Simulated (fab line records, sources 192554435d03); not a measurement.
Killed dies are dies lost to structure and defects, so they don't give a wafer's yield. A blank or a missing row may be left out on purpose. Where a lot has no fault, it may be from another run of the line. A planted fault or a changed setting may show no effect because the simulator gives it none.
Chamber matching -- flow n5-finfet -- N5_BEOL_M7_DESCUM_16 on rie-diel-02: 4 sister chambers
The step chemistry O2, time 7.9 s. 16 wafers are shown with their chamber, then 8 later ones without.

== WAFERS, EACH WITH ITS CHAMBER ==
wafer,chamber,showerhead-plenum-p-Torr (Torr),oes-product-au (a.u.),throttle-valve-pct (%)
L074.3,3,2.19,0.73,20.62
L074.4,2,1.92,0.75,20.53
L074.6,1,2.02,0.76,20.26
L077.3,1,2.02,0.76,20.26
L077.5,3,2.19,0.73,20.65
L077.6,2,1.92,0.74,20.55
L084.2,1,2.01,0.74,20.30
L084.4,2,1.92,0.73,20.59
L084.5,1,2.01,0.75,20.30
L089.2,1,2.01,0.74,20.29
L089.4,0,2.07,0.92,20.54
L089.6,1,2.01,0.74,20.30
L091.1,2,1.91,0.74,20.58
L091.2,3,2.18,0.71,20.69
L091.4,1,2.01,0.74,20.29
L092.1,2,1.91,0.72,20.60

SIGNATURES (means of the wafers above)
reading,chamber 0,chamber 1,chamber 2,chamber 3,scatter within a chamber
showerhead-plenum-p-Torr,2.0700,2.0129,1.9160,2.1867,0.00524
oes-product-au,0.9200,0.7471,0.7360,0.7233,0.0105
throttle-valve-pct,20.5400,20.2857,20.5700,20.6533,0.0256
Rule: for each reading, subtract the chamber's mean from the wafer's reading, divide by that reading's scatter and square the result; add these up over the readings and take the root, which gives the wafer's distance from the chamber. The wafer belongs to the nearest chamber; if the next one is less than 2 further off, it can't be placed. How the scatter is found: for the shown wafers, subtract from each reading the mean of its chamber, square and add these, divide the total by (wafers less chambers), then take the root.

== WAFERS WHOSE CHAMBER IS MISSING ==
wafer,showerhead-plenum-p-Torr (Torr),oes-product-au (a.u.),throttle-valve-pct (%)
L092.4,2.00,0.73,20.33
L092.6,2.18,0.71,20.71
L096.2,1.91,0.72,20.61
L096.3,2.18,0.70,20.70
L096.4,2.00,0.73,20.33
L095.2,2.00,0.72,20.35
L095.3,2.17,0.69,20.73
L095.5,2.00,0.73,20.33

== CHAMBER TAKEN BY EACH ==
wafer,from the rows above,in truth
L092.4,1,1
L092.6,3,3
L096.2,2,2
L096.3,3,3
L096.4,1,1
L095.2,1,1
L095.3,3,3
L095.5,1,1
Correct placement for 8 of the 8. Can't be placed from these rows: 0. Number placed wrongly: 0.
